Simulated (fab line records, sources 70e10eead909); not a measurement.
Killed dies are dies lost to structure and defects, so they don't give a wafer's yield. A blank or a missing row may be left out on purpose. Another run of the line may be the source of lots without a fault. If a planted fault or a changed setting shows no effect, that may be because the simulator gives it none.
Chamber matching    flow nand-harc    rie-diel-04 running NHARC_P_GATE_DESCUM_13: 4 sister chambers
The step chemistry O2, time 3 s. 18 wafers are shown with their chamber, then 9 later ones without.

WAFERS PAIRED WITH THEIR CHAMBERS
wafer   chamber  drypump-motor-current-A (A)  showerhead-plenum-p-Torr (Torr)  oes-product-au (a.u.)
L074.1  0        5.7                          1.83                             0.998
L074.2  1        6.0                          1.90                             1.031
L074.5  3        6.2                          1.89                             1.025
L078.2  2        5.2                          1.95                             0.998
L078.3  3        6.2                          1.89                             1.027
L078.6  3        6.2                          1.89                             1.036
L083.3  1        5.9                          1.89                             1.011
L083.4  2        5.2                          1.95                             0.985
L083.6  1        5.9                          1.89                             1.013
L085.2  2        5.2                          1.95                             0.998
L085.5  0        5.7                          1.83                             1.000
L085.6  3        6.2                          1.89                             1.004
L089.2  0        5.7                          1.83                             0.992
L089.5  1        5.9                          1.89                             0.995
L089.6  2        5.2                          1.94                             1.001
L092.1  2        5.2                          1.94                             0.994
L092.4  0        5.7                          1.82                             1.004
L092.5  1        5.9                          1.89                             1.002

SIGNATURES, as means of the wafers listed above
reading                   chamber 0  chamber 1  chamber 2  chamber 3  scatter within a chamber
drypump-motor-current-A   5.700      5.920      5.200      6.200      0.0239
showerhead-plenum-p-Torr  1.8275     1.8920     1.9460     1.8900     0.00443
oes-product-au            0.99850    1.01040    0.99520    1.02300    0.0104
Rule: for a wafer and a chamber, the distance is found by dividing, reading by reading, the gap between the wafer's reading and the chamber's mean by the reading's scatter, squaring, summing and taking the root. The wafer belongs to the nearest chamber; if the next one is less than 2 further off, it can't be placed. The scatter is the square root of a quotient: the sum, over the shown wafers, of each reading's squared deviation from its chamber's mean, divided by wafers minus chambers.

WAFERS WHOSE CHAMBER IS MISSING
wafer   drypump-motor-current-A (A)  showerhead-plenum-p-Torr (Torr)  oes-product-au (a.u.)
L093.1  5.7                          1.83                             1.003
L093.2  5.2                          1.94                             0.995
L093.4  6.2                          1.89                             0.993
L096.2  5.7                          1.83                             0.995
L096.3  5.9                          1.89                             1.007
L096.6  5.7                          1.82                             0.988
L097.2  6.2                          1.89                             1.005
L097.3  5.7                          1.82                             1.011
L097.4  5.9                          1.89                             1.007

CHAMBER TAKEN BY EACH
wafer   from the rows above  in truth
L093.1  0                    0
L093.2  2                    2
L093.4  3                    3
L096.2  0                    0
L096.3  1                    1
L096.6  0                    0
L097.2  3                    3
L097.3  0                    0
L097.4  1                    1
Correct placement for 9 of the 9. Not placeable from these rows: 0. Placed wrongly: 0.
